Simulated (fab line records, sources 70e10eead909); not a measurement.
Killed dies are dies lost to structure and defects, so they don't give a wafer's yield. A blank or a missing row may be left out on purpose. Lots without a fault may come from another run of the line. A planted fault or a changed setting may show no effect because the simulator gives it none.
A struck lot beside a sound one | flow nand_harc | 15 steps out of a route of 1302
Sound: wafers L449.4, L449.5, L449.6. Struck: wafer L462.3. (L462.1, L462.6 of the same lot were not struck and are left out.) The cause comes at the end.
At each step with rows: each side's tool, then ch and its chambers, then its first start. Under that, the readings that differ: sound wafers | struck wafers | difference of the means | sigmas: that difference in standard deviations of wafers without a fault.
alike: readings whose means differ by less than 2 such deviations, and words and numbers that are the same on both sides. not compared: withheld readings, readings that some wafer has no value for, bounds like >300 that may hide the same value, and numbers for which the record gives no deviation and whose values overlap.
The two part at a step that has a row with sigmas, a row that says differs or no value, or rows on one side only. Numbers that don't overlap but have no deviation are shown without sigmas and don't part them. A reading that every wafer of one side lacks parts them only if that side has two wafers or more.

NHARC_A_ONON_D2_THK_MEAS_14: measures by ellipsometry.
  sound on film_metro-01, day 13 18:17; struck on film_metro-01, day 19 11:32
  alike: thk_nm
then, 2 steps without rows for these wafers: NHARC_A_ONON_D2_ANNEAL_15 (time 3600 s); NHARC_A_ONON_D2_DEP_16 (target thk 1000 nm).
NHARC_A_ONON_D2_THK_MEAS_18: measures by ellipsometry.
  sound on film_metro-02, day 14 01:40; struck on film_metro-02, day 19 18:56
  alike: thk_nm
then, 1 step without rows for these wafers: NHARC_A_ONON_D2_DEP_19 (target thk 1000 nm).
NHARC_A_ONON_D2_THK_MEAS_21: measures by ellipsometry.
  sound on film_metro-01, day 14 02:14; struck on film_metro-02, day 19 19:31
  alike: thk_nm
then, 1 step without rows for these wafers: NHARC_A_ONON_D2_DEP_22 (target thk 1000 nm).
NHARC_A_ONON_D2_THK_MEAS_24: measures by ellipsometry.
  sound on film_metro-01, day 14 02:47; struck on film_metro-01, day 19 20:05
  alike: thk_nm
then, 1 step without rows for these wafers: NHARC_A_ONON_D2_DEP_25 (target thk 1000 nm).
NHARC_A_ONON_D2_THK_MEAS_27: measures by ellipsometry.
  sound on film_metro-02, day 14 03:22; struck on film_metro-01, day 19 20:40
  alike: thk_nm
then, 1 step without rows for these wafers: NHARC_A_ONON_D2_DEP_28 (target thk 1000 nm).
NHARC_A_ONON_D2_THK_MEAS_30: measures by ellipsometry.
  sound on film_metro-02, day 14 03:56; struck on film_metro-02, day 19 21:13
  reading     | sound          | struck | difference | sigmas
  thk_nm (nm) | 1006 1006 1007 | 987    | -19        | -2
NHARC_A_ONON_D2_DEP_33: deposits SiO2, target thk 200 nm.
  sound on pecvd-02 ch 0,1,2, day 14 04:07; struck on pecvd-02 ch 2, day 19 21:35
  reading                   | sound             | struck | difference | sigmas
  mfc_precursor_sccm (sccm) | 161.7 161.5 162.4 | 134.8  | -27.1      | -59
  alike: heater_power_w, susceptor_temp_C, throttle_valve_pct
NHARC_A_ONON_D2_THK_MEAS_34: measures by ellipsometry.
  sound on film_metro-02, day 14 04:24; struck on film_metro-02, day 19 21:58
  reading     | sound       | struck | difference | sigmas
  thk_nm (nm) | 198 204 201 | 167    | -34        | -11
-- the record jumps here: 11 days lie between the struck wafers' starts before and after (it left off in module A_ONON_D2 and takes up again in module END, whose first step shown is number 1302 of the route) --
NHARC_END_SORT_01:
  sound on prober-01 ch 0, day 25 05:19; struck on prober-01 ch 0, day 31 03:50
  alike: killed_at_array, killed_at_other, killed_at_periphery, killed_dies, killed_open, killed_short

WHERE THEY PART
First at NHARC_A_ONON_D2_THK_MEAS_30; last, within this record, at NHARC_A_ONON_D2_THK_MEAS_34. Later steps at which nothing parts them and some readings are alike: NHARC_END_SORT_01.

WHY: what the simulator had put in
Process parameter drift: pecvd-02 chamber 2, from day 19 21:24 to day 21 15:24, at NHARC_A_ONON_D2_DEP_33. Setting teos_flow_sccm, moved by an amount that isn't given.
